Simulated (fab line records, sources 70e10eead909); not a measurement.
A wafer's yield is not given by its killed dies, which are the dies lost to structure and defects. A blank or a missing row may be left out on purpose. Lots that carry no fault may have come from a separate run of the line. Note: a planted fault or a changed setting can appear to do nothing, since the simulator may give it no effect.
Chamber matching :: flow nand_harc :: 4 sister chambers for NHARC_P_ZERO_WELL_DESCUM_39 on rie_diel-01
The step chemistry O2, time 3 s. 14 wafers are shown with their chamber, then 7 later ones without.

== EACH WAFER AND ITS CHAMBER ==
wafer: L076.1
chamber: 2
drypump_motor_current_A (A): 6.0
oes_product_au (a.u.): 1.017
rf_vpp_V (V): 56.5

wafer: L076.2
chamber: 1
drypump_motor_current_A (A): 4.8
oes_product_au (a.u.): 1.006
rf_vpp_V (V): 58.5

wafer: L076.5
chamber: 0
drypump_motor_current_A (A): 6.0
oes_product_au (a.u.): 0.995
rf_vpp_V (V): 58.4

wafer: L077.1
chamber: 2
drypump_motor_current_A (A): 6.0
oes_product_au (a.u.): 1.014
rf_vpp_V (V): 58.4

wafer: L077.5
chamber: 2
drypump_motor_current_A (A): 6.0
oes_product_au (a.u.): 1.025
rf_vpp_V (V): 58.0

wafer: L077.6
chamber: 1
drypump_motor_current_A (A): 4.8
oes_product_au (a.u.): 1.011
rf_vpp_V (V): 58.6

wafer: L079.1
chamber: 2
drypump_motor_current_A (A): 6.0
oes_product_au (a.u.): 1.021
rf_vpp_V (V): 56.4

wafer: L079.3
chamber: 1
drypump_motor_current_A (A): 4.8
oes_product_au (a.u.): 1.011
rf_vpp_V (V): 57.9

wafer: L079.4
chamber: 3
drypump_motor_current_A (A): 5.8
oes_product_au (a.u.): 1.020
rf_vpp_V (V): 58.4

wafer: L084.2
chamber: 0
drypump_motor_current_A (A): 6.1
oes_product_au (a.u.): 1.011
rf_vpp_V (V): 57.2

wafer: L084.4
chamber: 1
drypump_motor_current_A (A): 4.8
oes_product_au (a.u.): 1.011
rf_vpp_V (V): 57.5

wafer: L084.6
chamber: 2
drypump_motor_current_A (A): 6.0
oes_product_au (a.u.): 0.997
rf_vpp_V (V): 57.5

wafer: L085.1
chamber: 3
drypump_motor_current_A (A): 5.8
oes_product_au (a.u.): 1.017
rf_vpp_V (V): 58.1

wafer: L085.2
chamber: 2
drypump_motor_current_A (A): 6.0
oes_product_au (a.u.): 1.024
rf_vpp_V (V): 57.3

SIGNATURES, as means of the wafers listed above
reading: drypump_motor_current_A
chamber 0: 6.050
chamber 1: 4.800
chamber 2: 6.000
chamber 3: 5.800
scatter within a chamber: 0.0224

reading: oes_product_au
chamber 0: 1.00300
chamber 1: 1.00975
chamber 2: 1.01633
chamber 3: 1.01850
scatter within a chamber: 0.00829

reading: rf_vpp_V
chamber 0: 57.800
chamber 1: 58.125
chamber 2: 57.350
chamber 3: 58.250
scatter within a chamber: 0.689
Rule: for each reading, subtract the chamber's mean from the wafer's reading, divide by that reading's scatter and square the result; add these up over the readings and take the root, which gives the wafer's distance from the chamber. If the next closest chamber is less than 2 further off than the closest, the wafer can't be placed; otherwise it belongs to the closest. The scatter is the square root of a quotient: the sum, over the shown wafers, of each reading's squared deviation from its chamber's mean, divided by wafers minus chambers.

== WAFERS WHOSE CHAMBER IS MISSING ==
wafer: L085.4
drypump_motor_current_A (A): 6.0
oes_product_au (a.u.): 1.009
rf_vpp_V (V): 56.4

wafer: L089.1
drypump_motor_current_A (A): 6.0
oes_product_au (a.u.): 1.011
rf_vpp_V (V): 58.5

wafer: L089.2
drypump_motor_current_A (A): 4.8
oes_product_au (a.u.): 1.013
rf_vpp_V (V): 58.9

wafer: L089.5
drypump_motor_current_A (A): 5.8
oes_product_au (a.u.): 1.004
rf_vpp_V (V): 57.8

wafer: L090.1
drypump_motor_current_A (A): 6.0
oes_product_au (a.u.): 1.013
rf_vpp_V (V): 58.0

wafer: L090.2
drypump_motor_current_A (A): 5.8
oes_product_au (a.u.): 0.994
rf_vpp_V (V): 58.4

wafer: L090.4
drypump_motor_current_A (A): 6.0
oes_product_au (a.u.): 1.003
rf_vpp_V (V): 57.4

== THE CHAMBER EACH PASSED THROUGH ==
wafer: L085.4
from the rows above: can't be placed: 2 or 0
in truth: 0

wafer: L089.1
from the rows above: can't be placed: 2 or 0
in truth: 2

wafer: L089.2
from the rows above: 1
in truth: 1

wafer: L089.5
from the rows above: 3
in truth: 3

wafer: L090.1
from the rows above: can't be placed: 2 or 0
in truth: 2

wafer: L090.2
from the rows above: 3
in truth: 3

wafer: L090.4
from the rows above: can't be placed: 2 or 0
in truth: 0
Placed correctly: 3 of 7. Cannot be placed on the basis of these rows: 4; the candidates contain the true chamber in 4. Number placed wrongly: 0.
